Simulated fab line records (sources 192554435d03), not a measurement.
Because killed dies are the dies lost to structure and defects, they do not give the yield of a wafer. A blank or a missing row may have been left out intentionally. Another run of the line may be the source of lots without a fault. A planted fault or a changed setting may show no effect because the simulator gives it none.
3 desks, one fault / flow n5 finfet / each desk holds nothing but its own numbers, with what lay behind them at the end

THE DEFECT DESK
Per lot, the means of the sampled wafers with a number show what the inspections along the route counted. Any lot whose mean is over 4 standard deviations away from the usual mean is out of limits and marked OUT; that distance is given in the brackets.
Columns: A = raw defect count at N5_BEOL_M3_INSPECT_59, usual 72
lot=L693; first seen here=day 8 09:50; A=72
lot=L694; first seen here=day 8 14:22; A=63
lot=L699; first seen here=day 10 01:58; A=64
lot=L701; first seen here=day 10 09:55; A=66
lot=L711; first seen here=day 13 06:31; A=1766 (+77) OUT
lot=L712; first seen here=day 13 08:14; A=1703 (+74) OUT
lot=L714; first seen here=day 13 20:36; A=86
lot=L715; first seen here=day 13 22:54; A=104
lot=L716; first seen here=day 14 07:43; A=49
This desk finds L711, L712 out of limits, L711 being first, at day 13 06:31 (raw defect count at N5_BEOL_M3_INSPECT_59). Within limits: L693, L694, L699, L701, L714, L715, L716.

DESK OF THE TOOL OWNER: cmp-04
The tool's own readings at N5_BEOL_M3_CMP_52 (polishes, stops on SiOC, t overpolish 6.8 s, target thk 40 nm): means of the sampled wafers that have a number, for each lot that ran on this tool. Any lot whose mean is over 4 standard deviations away from the usual mean is out of limits and marked OUT; that distance is given in the brackets.
Columns: A = barrier field endpoint s at N5_BEOL_M3_CMP_52, usual 24.5 s; B = motor current A at N5_BEOL_M3_CMP_52, usual 6.0 A; C = overpolish run s at N5_BEOL_M3_CMP_52, usual 6.801 s; D = slurry filter dp kPa at N5_BEOL_M3_CMP_52, usual 13.50 kPa; E = time to endpoint s at N5_BEOL_M3_CMP_52, usual 62 s
lot=L693; first seen here=day 8 09:13; A=25.0; B=6.0; C=6.808; D=13.59; E=66
lot=L694; first seen here=day 8 13:44; A=24.3; B=5.9; C=6.801; D=13.54; E=61
lot=L701; first seen here=day 10 09:25; A=24.7; B=6.2; C=6.809; D=13.45; E=63
lot=L711; first seen here=day 13 05:57; A=29.9 (+8.1) OUT; B=5.9; C=4.550 (-99 or more) OUT; D=13.73; E=70
lot=L712; first seen here=day 13 07:39; A=30.3 (+8.6) OUT; B=5.9; C=4.546 (-99 or more) OUT; D=13.62; E=71
This desk finds L711, L712 out of limits, L711 being first, at day 13 05:57 (barrier field endpoint s at N5_BEOL_M3_CMP_52). Within limits: L693, L694, L701.

THE METROLOGY DESK
Means of the sampled wafers that have a number, per lot and without regard to the tool the lot ran on: this is what the gauges read. Any lot whose mean is over 4 standard deviations away from the usual mean is out of limits and marked OUT; that distance is given in the brackets. 7 of its 11 readings are shown: the first one out of limits and those lying furthest out on some lot.
Columns: A = M3_THK at N5_BEOL_M3_THK_MEAS_53, usual 40.4 nm; B = IOFF_N at N5_BEOL_M4_RC_MEAS_101, usual 0.157 nA/um; C = IOFF_P at N5_BEOL_M4_RC_MEAS_101, usual 0.21 nA/um; D = ION_N at N5_BEOL_M4_RC_MEAS_101, usual 677 uA/um; E = ION_P at N5_BEOL_M4_RC_MEAS_101, usual 465 uA/um; F = VT_N at N5_BEOL_M4_RC_MEAS_101, usual 249 mV; G = VT_P at N5_BEOL_M4_RC_MEAS_101, usual -250 mV
lot=L693; first seen here=day 8 09:31; A=41.5; B=0.179; C=0.22; D=683; E=465; F=246; G=-249
lot=L694; first seen here=day 8 14:00; A=39.4; B=0.153; C=0.22; D=662; E=458; F=252; G=-251
lot=L699; first seen here=day 10 01:40; A=39.1; B=0.137; C=0.17; D=668; E=452; F=250; G=-253
lot=L701; first seen here=day 10 09:38; A=40.9; B=0.170; C=0.26; D=680; E=477; F=250; G=-244
lot=L711; first seen here=day 13 06:10; A=79.3 (+28) OUT; B=0.142; C=0.19; D=676; E=462; F=250; G=-251
lot=L712; first seen here=day 13 07:56; A=78.0 (+27) OUT; B=0.142; C=0.22; D=677; E=472; F=250; G=-250
lot=L714; first seen here=day 13 20:19; A=39.1; B=0.148; C=0.20; D=675; E=466; F=250; G=-253
lot=L715; first seen here=day 13 22:37; A=39.5; B=0.194; C=0.24; D=692; E=473; F=245; G=-248
lot=L716; first seen here=day 14 07:25; A=40.1; B=0.178; C=0.24; D=691; E=473; F=248; G=-249
This desk reports L711, L712 out of limits; the earliest was L711 at day 13 06:10 (M3_THK at N5_BEOL_M3_THK_MEAS_53). Within limits: L693, L694, L699, L701, L714, L715, L716.

BROUGHT TOGETHER
On L711, L712, at day 13 05:57, an alarm was possible from the tool owner's desk.
On L711, L712, the metrology desk was in a position to raise an alarm at day 13 06:10.
The defect desk could have raised an alarm at day 13 06:31, on L711, L712.
On cmp-04, each named lot ran N5_BEOL_M3_CMP_52.

WHAT WAS PUT IN BY THE SIMULATOR
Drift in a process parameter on cmp-04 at N5_BEOL_M3_CMP_52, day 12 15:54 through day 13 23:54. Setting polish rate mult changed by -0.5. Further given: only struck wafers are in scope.
Lots struck among those shown: L711, L712.
Hours from the fault's start to each desk's first reading out of limits: the tool owner's desk, 14; the metrology desk, 14; the defect desk, 15.
